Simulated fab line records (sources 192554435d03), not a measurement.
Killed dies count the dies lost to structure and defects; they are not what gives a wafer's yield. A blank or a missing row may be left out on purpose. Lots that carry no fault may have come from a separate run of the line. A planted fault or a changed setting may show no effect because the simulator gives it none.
fab line records	flow n5-finfet
[record] lots = 9	wafers = 25	last-day = 20
route steps=1938 shown BEOL_M0_SAQP@689 BEOL_M0_CUTY@712 BEOL_M0@723 BEOL_M4@1111 PASSIVATION@1936
lots with no fault: from the same line, run without faults
start-h: hours from the record's first day to the start of the lot's first wafer shown	wait-h: how many hours have passed since the lot's step before this one	" repeats the value in the row above	L1.1+2: one row covering several wafers at once	- either no value or no given start	* or withheld: withheld	< > ~ a bound
route shown NAME@n: NAME is a module with steps in the file, n the number in the route of the first one	usual: average and standard deviation across the fault-free wafers	same: alike in all rows	chamber/n: place in a boat	sites: per-site readings	_std_site: their standard deviation	_edge_site: mean of outer sites minus mean of inner sites	radius-mm: how far each site lies from the wafer's centre	mask NAME#n: copy n	behind: the most recent tool/chamber to have shaped the wafer	hold: reason for holding the lot/hours on hold/outcome of the hold	device: transistor that didn't switch, given as n, p or np	end of line: tests of these same wafers at the route's end	a step without rows: its recipe alone	killed: the dies lost at the first sort to structure and to defects; this is not the yield of the wafer	map: a wafer's dies, marking killed ones x, the rest . and places with no die _
set.NAME: the setting the step ran with; set.NAME@STEP: the setting that earlier step ran with	model.NAME: the simulator's own value behind a step, which no gauge read
steps of the route over a sample of lots; a table a step, a row a wafer
services: from which hour (start-h, from the record's first day; less than 0 if before it) a tool's chamber was out of use, for how many hours, and why
[[steps]]
[step N5_BEOL_M0_SAQP_CD_MEAS_40]
[recipe] target-cd-nm = 30	landing-energy-ev = 500	detector = se-inlens
[usual] cd-nm = 29.96/0.23
lot.wafer	tool	chamber	start-h	wait-h	cd-nm
L840.1	cd-sem-01	0	144.37	-	30.05
L840.4	"	0	"	"	30.12
L840.5	"	0	"	"	29.83
L844.4	cd-sem-03	0	167.68	-	29.89
L844.5	"	0	"	"	29.80
L844.6	"	0	"	"	29.54
L845.2	cd-sem-01	0	180.59	-	29.90
L845.4	"	0	"	"	29.85
L846.2	cd-sem-03	0	182.01	-	29.94
L846.3	"	0	"	"	29.82
L853.2	cd-sem-01	0	224.95	-	30.25
L853.4	"	0	"	"	30.09
L853.6	"	0	"	"	30.13
L854.1	cd-sem-01	0	229.44	-	29.84
L854.4	"	0	"	"	29.94
L854.5	"	0	"	"	30.25
L856.3	cd-sem-03	0	246.93	-	30.27
L856.4	"	0	"	"	29.98
L856.6	"	0	"	"	29.97
L857.2	cd-sem-01	0	256.06	-	29.84
L857.4	"	0	"	"	29.88
L857.6	"	0	"	"	30.21
L858.1	cd-sem-02	0	260.45	-	29.91
L858.2	"	0	"	"	30.05
L858.6	"	0	"	"	30.01
[step N5_BEOL_M0_SAQP_CUT_ETCH_46]
[recipe] chemistry = N2/H2	target = SOC	target-depth-a = 1350	overetch-a = 270	temp-c = 40	time-s = 202.5	ion-energy-ev = 200	mask-material = SiARC	pressure-mtorr = 30	source-w = 840	bias-w = 150	n2-flow-sccm = 200	h2-flow-sccm = 200
[usual] bias-w = 150.0/0.44	chamber-pressure-mTorr = 30.003/0.025	drypump-motor-current-A = 5.7/0.43	rf-vpp-V = 524/3.2	showerhead-plenum-p-Torr = 2.56/0.11	throttle-valve-pct = 17.78/0.21
lot.wafer	tool	chamber	start-h	wait-h	bias-w	chamber-pressure-mTorr	drypump-motor-current-A	rf-hours-counter-h	rf-vpp-V	showerhead-plenum-p-Torr	throttle-valve-pct
L840.1	rie-diel-01	1	144.58	0.0	148.8	29.996	5.8	3	528	2.71	17.84
L840.4	"	0	"	"	150.6	30.007	6.1	160	527	2.64	17.88
L840.5	"	0	"	"	149.9	30.021	6.1	-	526	2.64	17.88
L844.4	rie-diel-04	3	169.79	0.0	149.8	30.014	6.4	115	518	2.35	17.61
L844.5	"	0	"	"	149.9	30.037	5.1	-	522	2.48	17.89
L844.6	"	1	"	"	149.5	30.020	5.5	-	523	2.56	17.92
L845.2	rie-diel-01	1	180.79	0.0	149.8	29.960	5.8	15	530	2.71	17.86
L845.4	"	2	"	"	149.8	29.986	6.0	254	521	2.40	17.79
L846.2	rie-diel-04	3	182.22	0.0	150.2	30.001	6.5	120	520	2.35	17.58
L846.3	"	2	"	"	150.0	30.017	5.9	223	527	2.62	17.78
L853.2	rie-diel-01	1	225.16	0.0	149.6	30.034	5.8	31	529	2.70	17.88
L853.4	"	2	"	"	150.2	30.044	6.0	-	529	2.72	17.34
L853.6	"	0	"	"	150.2	30.038	6.1	-	527	2.63	17.94
L854.1	rie-diel-01	2	229.66	0.0	150.9	30.005	6.0	3	530	2.72	17.32
L854.4	"	0	"	"	149.6	30.015	6.1	-	526	2.63	17.92
L854.5	"	1	"	"	149.9	30.028	5.8	-	527	2.70	17.90
L856.3	rie-diel-04	2	247.13	0.0	149.9	29.999	6.0	242	526	2.61	17.82
L856.4	"	0	"	"	151.6	30.011	5.0	79	523	2.47	17.93
L856.6	"	1	"	"	150.0	29.987	5.5	-	523	2.55	17.93
L857.2	rie-diel-01	0	256.26	0.0	150.2	29.965	6.1	202	525	2.63	17.95
L857.4	"	2	"	"	150.3	30.035	6.0	14	529	2.71	17.36
L857.6	"	1	"	"	150.1	29.952	5.8	-	530	2.69	17.90
L858.1	rie-diel-01	0	260.87	0.0	149.9	29.987	6.1	203	526	2.63	17.95
L858.2	"	2	"	"	150.0	29.997	6.1	16	526	2.71	17.35
L858.6	"	2	"	"	149.7	30.013	6.0	-	528	2.71	17.36
[step N5_BEOL_M0_CUTY_ETCH_62]
[recipe] chemistry = CF4	target = SiARC	mask-material = CAR-ArF-block	time-s = 58.5	ion-energy-ev = 80	pressure-mtorr = 40	source-w = 545	bias-w = 36	Ar_flow_sccm = 100	cf4-flow-sccm = 100	ends = cleared
[usual] bias-w = 36.00/0.1	chamber-pressure-mTorr = 40.00/0.034	drypump-motor-current-A = 5.6/0.37	etch-rf-on-time-s = 58.5/0.96	oes-product-au = 0.67/0.088	rf-vpp-V = 183.8/1.2	showerhead-plenum-p-Torr = 2.12/0.07	throttle-valve-pct = 15.71/0.24
lot.wafer	tool	chamber	start-h	wait-h	bias-w	chamber-pressure-mTorr	drypump-motor-current-A	etch-rf-on-time-s	oes-product-au	rf-hours-counter-h	rf-vpp-V	showerhead-plenum-p-Torr	throttle-valve-pct
L840.1	rie-diel-03	3	145.86	0.0	35.94	39.96	5.3	58.5	0.62	196	183.5	2.12	15.59
L840.4	"	2	"	"	35.85	40.04	5.8	57.0	0.81	13	185.8	2.28	15.43
L840.5	"	0	"	"	35.88	40.01	5.7	59.3	0.63	-	183.5	2.06	15.82
L844.4	rie-diel-03	1	171.32	0.0	36.07	40.06	5.5	58.1	0.59	-	183.4	2.11	16.04
L844.5	"	3	"	"	36.20	40.02	5.3	58.9	0.61	-	182.9	2.12	15.61
L844.6	"	0	"	"	35.94	40.03	5.7	40.1	0.80	-	183.4	2.05	15.84
L845.2	rie-diel-03	0	182.56	0.0	36.02	39.96	5.7	40.4	0.80	167	183.8	2.05	15.84
L845.4	"	2	"	"	36.06	40.07	5.8	58.2	0.78	25	185.9	2.27	15.43
L846.2	rie-diel-03	3	183.73	0.0	36.03	39.93	5.3	39.6	0.76	209	183.5	2.12	15.64
L846.3	"	0	"	"	35.91	40.02	5.7	60.5	0.62	167	182.0	2.05	15.84
L853.2	rie-diel-06	1	226.73	0.0	36.04	40.00	5.8	58.9	0.63	158	182.9	2.06	15.82
L853.4	"	2	"	"	36.14	39.99	5.5	59.5	0.67	115	185.9	2.15	15.46
L853.6	"	3	"	"	35.94	39.99	4.9	57.1	0.88	-	183.8	2.11	15.66
L854.1	rie-diel-06	0	231.88	0.0	36.00	40.01	5.7	57.3	0.80	11	184.1	2.11	15.47
L854.4	"	1	"	"	35.98	39.95	5.8	58.7	0.64	161	182.9	2.05	15.83
L854.5	"	3	"	"	36.13	40.04	4.9	56.8	0.86	-	184.4	2.11	15.67
L856.3	rie-diel-03	2	251.30	0.0	36.00	40.01	5.8	58.1	0.74	59	183.7	2.26	15.52
L856.4	"	0	"	"	36.12	39.97	5.7	60.3	0.61	198	183.7	2.04	15.91
L856.6	"	1	"	"	36.01	40.01	5.4	57.5	0.81	-	184.5	2.10	15.60
L857.2	rie-diel-06	0	257.75	0.0	35.95	40.02	5.7	58.0	0.77	25	183.0	2.10	15.50
L857.4	"	2	"	"	36.03	39.96	5.5	60.0	0.65	131	183.8	2.15	15.47
L857.6	"	3	"	"	36.15	39.99	4.9	57.2	0.82	-	183.7	2.10	15.71
L858.1	rie-diel-03	3	262.39	0.0	36.11	40.01	5.3	59.2	0.57	246	184.5	2.11	15.71
L858.2	"	2	"	"	36.02	39.99	5.8	57.6	0.74	63	185.9	2.26	15.51
L858.6	"	2	"	"	36.14	40.00	5.8	57.5	0.74	-	186.9	2.26	15.53
[step N5_BEOL_M0_OCD_MEAS_108]
[usual] trench-depth-nm = 32.6/0.56
lot.wafer	tool	chamber	start-h	wait-h	trench-depth-nm
L840.1	ocd-02	-	146.77	0.1	32.9
L840.4	"	-	"	"	32.7
L840.5	"	-	"	"	33.2
L844.4	ocd-01	-	173.68	0.1	32.1
L844.5	"	-	"	"	32.4
L844.6	"	-	"	"	33.0
L845.2	ocd-01	-	187.25	0.1	33.9
L845.4	"	-	"	"	32.4
L846.2	ocd-02	-	187.70	0.1	32.5
L846.3	"	-	"	"	31.9
L853.2	ocd-01	-	230.33	0.1	31.4
L853.4	"	-	"	"	33.4
L853.6	"	-	"	"	31.7
L854.1	ocd-02	-	236.76	0.1	33.4
L854.4	"	-	"	"	32.2
L854.5	"	-	"	"	33.4
L856.3	ocd-01	-	257.30	0.1	31.5
L856.4	"	-	"	"	33.1
L856.6	"	-	"	"	33.5
L857.2	ocd-01	-	260.43	0.1	32.3
L857.4	"	-	"	"	32.2
L857.6	"	-	"	"	31.9
L858.1	ocd-01	-	264.12	0.1	33.1
L858.2	"	-	"	"	32.3
L858.6	"	-	"	"	32.4
[step N5_BEOL_M4_RC_MEAS_101]
[usual] DIBL_N = 35.9/1.2	DIBL_P = 35.9/1.4	IOFF_N = 0.149/0.02	IOFF_P = 0.205/0.022	ION_N = 671/8.8	ION_P = 461/5.9	SS_N = 71.4/0.51	SS_P = 73.2/0.56	VT_N = 250.6/2.5	VT_P = -250.1/2.3
lot.wafer	tool	chamber	start-h	wait-h	DIBL_N[mV/V]	DIBL_P[mV/V]	IOFF_N[nA/um]	IOFF_P[nA/um]	ION_N[uA/um]	ION_P[uA/um]	SS_N[mV/dec]	SS_P[mV/dec]	VT_N[mV]	VT_P[mV]
L840.1	prober-02	0	246.28	0.0	37.3	36.6	0.157	0.214	664	461	72.2	73.2	249.4	-245.2
L840.4	"	0	"	"	37.2	37.1	0.161	0.222	674	467	71.4	73.3	248.5	-248.9
L840.5	"	0	"	"	36.7	36.6	0.153	0.214	676	463	71.5	73.2	248.4	-249.7
L844.4	prober-01	0	261.62	0.5	35.7	36.0	0.151	0.183	675	460	71.8	74.0	249.8	-251.0
L844.5	"	0	"	"	36.9	36.2	0.166	0.192	676	461	71.2	72.9	249.4	-253.4
L844.6	"	0	"	"	35.2	35.9	0.150	0.193	674	462	71.6	73.8	251.1	-250.8
L845.2	prober-02	0	277.82	0.3	36.9	34.5	0.152	0.175	663	448	72.6	73.0	252.3	-252.4
L845.4	"	0	"	"	37.1	35.2	0.149	0.183	657	453	72.6	73.0	251.9	-252.8
L846.2	prober-02	0	292.95	0.2	35.4	36.6	0.155	0.226	673	468	71.3	72.8	249.3	-245.9
L846.3	"	0	"	"	35.5	36.1	0.155	0.220	673	474	71.1	73.2	248.9	-246.5
L854.1	prober-01	0	302.96	0.0	36.7	37.7	0.181	0.239	684	470	72.0	73.6	248.6	-250.1
L854.4	"	0	"	"	34.8	36.1	0.152	0.213	665	465	71.1	72.9	250.1	-251.6
L854.5	"	0	"	"	33.6	34.2	0.127	0.178	669	454	71.3	72.1	250.2	-253.0
L853.2	prober-02	0	322.50	0.2	38.7	39.3	0.188	0.248	685	468	72.0	74.0	250.4	-252.2
L853.4	"	0	"	"	36.7	36.6	0.143	0.192	681	466	72.3	73.5	253.3	-250.0
L853.6	"	0	"	"	37.3	36.2	0.145	0.193	673	451	72.0	73.4	252.4	-251.0
L857.2	prober-01	0	323.70	0.2	34.6	33.9	0.118	0.166	658	451	71.4	72.5	255.1	-253.8
L857.4	"	0	"	"	37.2	36.8	0.165	0.211	676	461	71.7	73.7	248.7	-246.3
L857.6	"	0	"	"	34.8	34.6	0.129	0.175	665	456	71.1	72.6	254.3	-252.8
L856.3	prober-02	0	340.11	0.3	35.6	35.4	0.138	0.189	679	462	71.5	73.1	250.3	-253.0
L856.4	"	0	"	"	36.9	37.1	0.156	0.223	673	460	71.5	73.9	247.9	-248.4
L856.6	"	0	"	"	36.2	35.8	0.145	0.202	665	456	71.6	72.9	247.4	-251.8
L858.1	prober-02	0	360.66	0.0	37.5	35.7	0.171	0.244	680	473	71.2	74.4	247.1	-247.2
L858.2	"	0	"	"	36.5	34.1	0.145	0.216	664	461	71.5	74.0	249.7	-248.4
L858.6	"	0	"	"	36.1	34.7	0.144	0.222	673	470	71.0	73.2	249.8	-246.4
[step N5_PASSIVATION_PROBE_49]
[usual] defect-limited-yield = 91.1/1.4	killed_at_M0_to_M3 = 34/10	killed_at_M4_up = 14/5.5	killed-at-contacts = 12/5.1	killed-at-front-end = 41/12	killed-at-other = 4/3.1	killed-dies = 105/17	killed-open = 70/13	killed-short = 33/7.6	sort_bin_5_function = 5.3/0.98	sort_bin_6_memory = 3.3/0.67	sort-n-pass = 1075/17	sort-yield-pct = 91.1/1.4
[same] gross-dies = 1180	killed-at-back-side = 0	sort_bin_4_leakage[%] = 0	sort_bin_8_speed[%] = 0
lot.wafer	tool	chamber	start-h	wait-h	defect-limited-yield[%]	killed_at_M0_to_M3	killed_at_M4_up	killed-at-contacts	killed-at-front-end	killed-at-other	killed-dies	killed-open	killed-short	sort_bin_5_function[%]	sort_bin_6_memory[%]	sort-n-pass	sort-yield-pct[%]
L845.2	prober-02	-	383.25	0.1	92.2	31	16	12	31	2	92	60	32	4.8	2.9	1088	92.2
L845.4	prober-02	-	383.35	0.2	89.7	23	26	18	51	3	121	81	39	6.4	3.6	1059	89.7
// killed by level:class
L845.2 BEOL_M0_SAQP:geometric-particle:short=11 MOL_CONTACT_COAG:geometric-particle:open=10 DUMMY_GATE:geometric-particle:open=8 BEOL_M4:geometric-particle:open=7 BEOL_M2:geometric-particle:open=6 GATE_CUT:geometric-particle:short=5 BEOL_M0_SAQP:geometric-particle:open=5 STI_FIN_REVEAL:geometric-particle:open=4
L845.4 FIN_SAQP:geometric-particle:open=13 MOL_CONTACT_COAG:geometric-particle:open=13 BEOL_M4:geometric-particle:open=12 DUMMY_GATE:geometric-particle:open=11 GATE_CUT:geometric-particle:short=8 BEOL_M0_SAQP:geometric-particle:open=7 MOL_CONTACT_COAG:geometric-particle:short=5 BEOL_M0_SAQP:geometric-particle:short=5
[[services]]
tool	chamber	start-h	hours	kind
rie-diel-03	2	170.07	2.4	repair
rie-diel-01	2	178.02	2.6	repair
rie-diel-06	0	187.27	-	clean
rie-diel-06	0	187.27	-	consumable-replace:focus-ring
rie-diel-06	0	187.27	16.8	scheduled-down
rie-diel-06	0	187.27	16.8	vent-cycle
rie-diel-04	1	187.68	4.9	repair
rie-diel-01	2	195.10	8.9	repair
rie-diel-06	3	204.37	-	clean
rie-diel-06	3	204.37	-	consumable-replace:focus-ring
rie-diel-06	3	204.37	20.5	scheduled-down
rie-diel-06	3	204.37	20.5	vent-cycle
rie-diel-03	1	211.56	-	clean
rie-diel-03	1	211.56	-	consumable-replace:focus-ring
rie-diel-03	1	211.56	15.2	scheduled-down
rie-diel-03	1	211.56	15.2	vent-cycle
[[key]]
[first-sign] step = N5_BEOL_M0_CUTY_ETCH_62	reading = etch-rf-on-time-s	direction = down	sigmas = 19	usual = *	struck = *
effect none on later readings
met-at N5_BEOL_M0_CUTY_ETCH_62
struck-lots L844,L845,L846
struck-wafers L844.6,L845.2,L846.2
not-acting-at N5_BEOL_M0_SAQP_CD_MEAS_40,N5_BEOL_M0_SAQP_CUT_ETCH_46,N5_BEOL_M0_OCD_MEAS_108
onset-between 145.86 171.32
[fault] kind = process-parameter-drift	tool = rie-diel-03	chamber = -	onset-h = 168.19	steps = N5_BEOL_M0_CUTY_ETCH_62	channel = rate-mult	offset = 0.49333	shape = step	end-h = 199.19	scope = struck-wafers-only
